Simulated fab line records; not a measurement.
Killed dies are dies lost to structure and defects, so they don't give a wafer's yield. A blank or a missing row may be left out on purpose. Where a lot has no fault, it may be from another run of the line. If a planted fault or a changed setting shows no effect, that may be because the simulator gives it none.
Chamber matching + flow n5_finfet + N5_BEOL_M11_ETCH_65 on rie_diel-06 has 4 sister chambers
The step etches SiARC in CF4, target depth 39 nm, time 65 s. 4 wafers are shown with their chamber, then 9 later ones without.

WAFERS WITH THEIR CHAMBER
| wafer  | chamber | drypump_motor_current_A (A) |
|--------|---------|-----------------------------|
| L077.5 | 2       | 5.6                         |
| L086.3 | 3       | 6.4                         |
| L086.4 | 1       | 5.7                         |
| L086.6 | 0       | 6.3                         |

WAFERS WITHOUT THEIR CHAMBER
| wafer  | drypump_motor_current_A (A) |
|--------|-----------------------------|
| L091.1 | 6.5                         |
| L091.3 | 5.6                         |
| L091.6 | 5.7                         |
| L092.2 | 6.3                         |
| L092.4 | 5.8                         |
| L092.5 | 6.4                         |
| L093.2 | 5.6                         |
| L093.3 | 5.7                         |
| L093.5 | 6.5                         |

THE CHAMBER EACH PASSED THROUGH
| wafer  | from the rows above     | in truth |
|--------|-------------------------|----------|
| L091.1 | can't be placed: 3 or 0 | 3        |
| L091.3 | can't be placed: 2 or 1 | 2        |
| L091.6 | can't be placed: 1 or 2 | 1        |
| L092.2 | can't be placed: 0 or 3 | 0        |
| L092.4 | can't be placed: 1 or 2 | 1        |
| L092.5 | can't be placed: 3 or 0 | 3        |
| L093.2 | can't be placed: 2 or 1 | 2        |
| L093.3 | can't be placed: 1 or 2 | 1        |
| L093.5 | can't be placed: 3 or 0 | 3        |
Correct placement for 0 of the 9. Unplaceable from these rows: 9, with the true chamber sitting among the candidates in 9. Number placed wrongly: 0.
How it was worked out, from the rows above alone: a wafer's distance from a chamber is the root of the sum, over the readings, of the square of ((its reading less the chamber's mean) divided by the reading's scatter). The wafer belongs to the nearest chamber; if the next one is less than 2 further off, it can't be placed. For every chamber, the mean is computed from those of its wafers that are shown. The scatter: with one shown wafer a chamber, the root of the mean of the squares of how far each hidden wafer lies from its nearest shown one.
